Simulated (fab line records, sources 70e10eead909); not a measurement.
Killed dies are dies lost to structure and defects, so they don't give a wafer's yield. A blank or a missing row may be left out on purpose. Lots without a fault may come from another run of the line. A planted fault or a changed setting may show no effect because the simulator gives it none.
A struck lot beside a sound one | flow nand_harc | 15 steps out of a route of 1159
Sound: wafers L903.1, L903.4, L903.5. Struck: wafers L895.1, L895.2, L895.4. The cause comes at the end.
At each step with rows: each side's tool, then ch and its chambers, then its first start. Under that, the readings that differ: sound wafers | struck wafers | difference of the means | sigmas: that difference in standard deviations of wafers without a fault.
alike: readings whose means differ by less than 2 such deviations, and words and numbers that are the same on both sides. not compared: withheld readings, readings that some wafer has no value for, bounds like >300 that may hide the same value, and numbers for which the record gives no deviation and whose values overlap.
The two part at a step that has a row with sigmas, a row that says differs or no value, or rows on one side only. Numbers that don't overlap but have no deviation are shown without sigmas and don't part them. A reading that every wafer of one side lacks parts them only if that side has two wafers or more.

first, 8 steps without rows for these wafers: NHARC_P_M2_HMDS_02 (time 30 s); NHARC_P_M2_COAT_34 (time 65 s); NHARC_P_M2_COAT_03 (resist thk 90 nm); NHARC_P_M2_SOFTBAKE_04 (time 55 s); NHARC_P_M2_EBR_05; NHARC_P_M2_EXPOSE_06 (exposes mask P M2, target cd 170 nm); NHARC_P_M2_PEB_07 (peb time 65 s); NHARC_P_M2_DEVELOP_08 (develop time 35 s).
NHARC_P_M2_CD_MEAS_09: target cd 170 nm.
  sound on cd_sem-01 ch 0, day 10 19:02; struck on cd_sem-02 ch 0, day 9 15:37
  alike: cd_nm
NHARC_P_M2_OVL_MEAS_10: pitch 340 nm.
  sound on overlay-01, day 10 19:08; struck on overlay-01, day 9 15:42
  reading           | sound          | struck      | difference | sigmas
  overlay_y_nm (nm) | -1.1 -1.7 -1.6 | 0.4 0.1 0.3 | +1.7       | +2
  alike: overlay_x_nm
NHARC_P_M2_INSPECT_11:
  sound on defect_inspect-02, day 10 19:10; struck on defect_inspect-01, day 9 15:44
  alike: raw_defect_count
NHARC_P_M2_DESCUM_14: chemistry O2, time 3 s.
  sound on rie_diel-01 ch 0,3, day 10 19:14; struck on rie_diel-07 ch 0,2,3, day 9 15:48
  reading      | sound          | struck         | difference | sigmas
  rf_vpp_V (V) | 60.3 58.7 59.2 | 58.0 58.6 56.2 | -1.8       | -2
  alike: chamber_pressure_mTorr, drypump_motor_current_A, oes_product_au, showerhead_plenum_p_Torr, throttle_valve_pct
  not compared: rf_hours_counter_h
NHARC_P_M2_ETCH_35: etches the open film in N2/H2, target depth 40 nm, overetch 12 nm, time 43.94 s.
  sound on rie_diel-01 ch 0,2, day 10 19:19; struck on rie_diel-07 ch 0,2,3, day 9 15:53
  no value came back on the struck wafers for any of 8 readings (bias_w (W), chamber_pressure_mTorr (mTorr) and others); on the sound wafers bias_w (W) reads 149.5 150.3 150.2
  not compared: rf_hours_counter_h
NHARC_P_M2_ETCH_15: etches the open film in C4F8/Ar, target depth 182.5 nm, time 91.2 s.
  sound on rie_diel-01 ch 0,2,3; struck on rie_diel-07 ch 0,1,2, day 9 15:58
  alike: bias_w, chamber_pressure_mTorr, oes_product_au, rf_vpp_V
  not compared: rf_hours_counter_h
-- the record jumps here: 13 days lie between the struck wafers' starts before and after (it left off in module P_M2 and takes up again in module END, whose first step shown is number 1159 of the route) --
NHARC_END_SORT_01:
  sound on prober-01 ch 0, day 23 23:45; struck on prober-02 ch 0, day 22 13:29
  reading                  | sound          | struck         | difference | sigmas
  defect_limited_yield (%) | 96.6 97.3 98.1 | 0 0 0          | -97        | -70
  killed_at_array          | 22 16 12       | 32 41 47       | +23        | +3
  killed_at_periphery      | 1 2 1          | 644 635 628    | +634       | +99 or more
  killed_dies              | 23 18 13       | 677 677 677    | +659       | +68
  sort_bin_2_pct (%)       | 1.2 1.2 0.7    | 96.5 96.3 95.1 | +94.9      | +99 or more
  sort_bin_4_pct (%)       | 2.1 1.5 1.2    | 3.2 3.2 4.3    | +2.0       | +2
  sort_n_pass              | 654 659 664    | 0 0 0          | -659       | -68
  sort_rim_yield_pct (%)   | 97 97 97       | 0 0 0          | -97        | -29
  sort_yield_pct (%)       | 96.6 97.3 98.1 | 0 0 0          | -97        | -70
  alike: killed_at_other, killed_open, killed_short, sort_bin_3_pct

WHERE THEY PART
First at NHARC_P_M2_OVL_MEAS_10; last, within this record, at NHARC_END_SORT_01.

WHY: what the simulator had put in
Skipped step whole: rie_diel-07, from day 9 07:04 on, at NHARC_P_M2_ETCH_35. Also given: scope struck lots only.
